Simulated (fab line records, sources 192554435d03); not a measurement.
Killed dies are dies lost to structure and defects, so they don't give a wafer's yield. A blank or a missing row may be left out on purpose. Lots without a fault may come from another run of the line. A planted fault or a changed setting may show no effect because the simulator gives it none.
One fault seen from 2 desks | flow n5_finfet | each desk has only its own numbers; what lay behind them comes last

THE METROLOGY DESK
What the gauges read, lot by lot, whatever tool the lot ran on: means of the sampled wafers that have a number. A lot is out of limits, marked OUT, if its mean lies more than 4 standard deviations from the usual mean; the brackets give that distance. Of its 10 readings 7 are shown: those that lie furthest out on some lot.
Columns: A = DIBL_P at N5_BEOL_M4_RC_MEAS_101, usual 35.6 mV/V; B = IOFF_P at N5_BEOL_M4_RC_MEAS_101, usual 0.20 nA/um; C = ION_N at N5_BEOL_M4_RC_MEAS_101, usual 672 uA/um; D = ION_P at N5_BEOL_M4_RC_MEAS_101, usual 462 uA/um; E = SS_P at N5_BEOL_M4_RC_MEAS_101, usual 73.1 mV/dec; F = VT_N at N5_BEOL_M4_RC_MEAS_101, usual 251 mV; G = VT_P at N5_BEOL_M4_RC_MEAS_101, usual -251 mV
lot  | first seen here | A    | B    | C   | D   | E    | F   | G
L381 | day 8 00:16     | 35.3 | 0.21 | 681 | 468 | 73.0 | 251 | -248
L382 | day 9 00:37     | 35.1 | 0.22 | 671 | 467 | 73.6 | 251 | -248
L384 | day 9 04:34     | 36.6 | 0.20 | 684 | 463 | 73.6 | 248 | -252
L383 | day 9 07:14     | 37.9 | 0.19 | 677 | 463 | 72.9 | 251 | -255
L390 | day 10 15:32    | 34.8 | 0.18 | 679 | 461 | 72.4 | 250 | -251
L391 | day 11 02:08    | 35.6 | 0.20 | 680 | 463 | 73.1 | 250 | -250
L394 | day 11 22:08    | 34.4 | 0.22 | 683 | 473 | 73.7 | 250 | -246
L396 | day 12 00:12    | 36.5 | 0.15 | 652 | 442 | 73.1 | 260 | -257
L400 | day 13 02:19    | 40.2 | 0.25 | 681 | 466 | 74.1 | 247 | -248
This desk's finding: nothing out of limits on any of the 9 lots.

THE TOOL OWNER'S DESK: rie_diel-05
The tool's own readings at N5_SDB_ETCH_17 (etches SiARC in CF4, target depth 23.4 nm, time 39 s): means of the sampled wafers that have a number, for each lot that ran on this tool. A lot is out of limits, marked OUT, if its mean lies more than 4 standard deviations from the usual mean; the brackets give that distance.
Columns: A = bias_w at N5_SDB_ETCH_17, usual 35.99 W; B = drypump_motor_current_A at N5_SDB_ETCH_17, usual 5.6 A; C = etch_rf_on_time_s at N5_SDB_ETCH_17, usual 38.6 s; D = oes_product_au at N5_SDB_ETCH_17, usual 0.66 a.u.; E = rf_vpp_V at N5_SDB_ETCH_17, usual 184.0 V; F = showerhead_plenum_p_Torr at N5_SDB_ETCH_17, usual 2.13 Torr; G = throttle_valve_pct at N5_SDB_ETCH_17, usual 15.61 %
lot  | first seen here | A               | B   | C    | D    | E                | F    | G
L382 | day 4 13:53     | 36.05           | 5.4 | 38.1 | 0.61 | 184.3            | 2.15 | 15.76
L383 | day 4 19:43     | 35.94           | 5.7 | 38.4 | 0.65 | 184.3            | 2.20 | 15.43
L384 | day 5 02:46     | 35.98           | 5.3 | 38.6 | 0.62 | 184.5            | 2.16 | 15.64
L390 | day 6 15:11     | 35.97           | 5.5 | 38.4 | 0.64 | 184.0            | 2.16 | 15.54
L391 | day 6 18:47     | 38.37 (+22) OUT | 5.5 | 37.8 | 0.64 | 192.3 (+7.5) OUT | 2.16 | 15.54
L396 | day 7 23:26     | 38.38 (+22) OUT | 5.4 | 37.4 | 0.75 | 192.1 (+7.4) OUT | 2.11 | 15.61
This desk's finding: out of limits on L391, L396; first on L391, day 6 18:47 (bias_w at N5_SDB_ETCH_17). In limits: L382, L383, L384, L390.

PUT TOGETHER
The tool owner's desk could have raised an alarm at day 6 18:47, on L391, L396.
The metrology desk saw nothing out of limits.
The metrology desk has L391, L396 on record, within its limits.
Of the lots named, all ran N5_SDB_ETCH_17 on rie_diel-05.

WHAT THE SIMULATOR HAD PUT IN
Process parameter drift: rie_diel-05, from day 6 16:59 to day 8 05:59, at N5_SDB_ETCH_17. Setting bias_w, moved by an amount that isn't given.
Lots struck among those shown: L391, L396.
Hours from the fault's start to each desk's first reading out of limits: the tool owner's desk, 2.
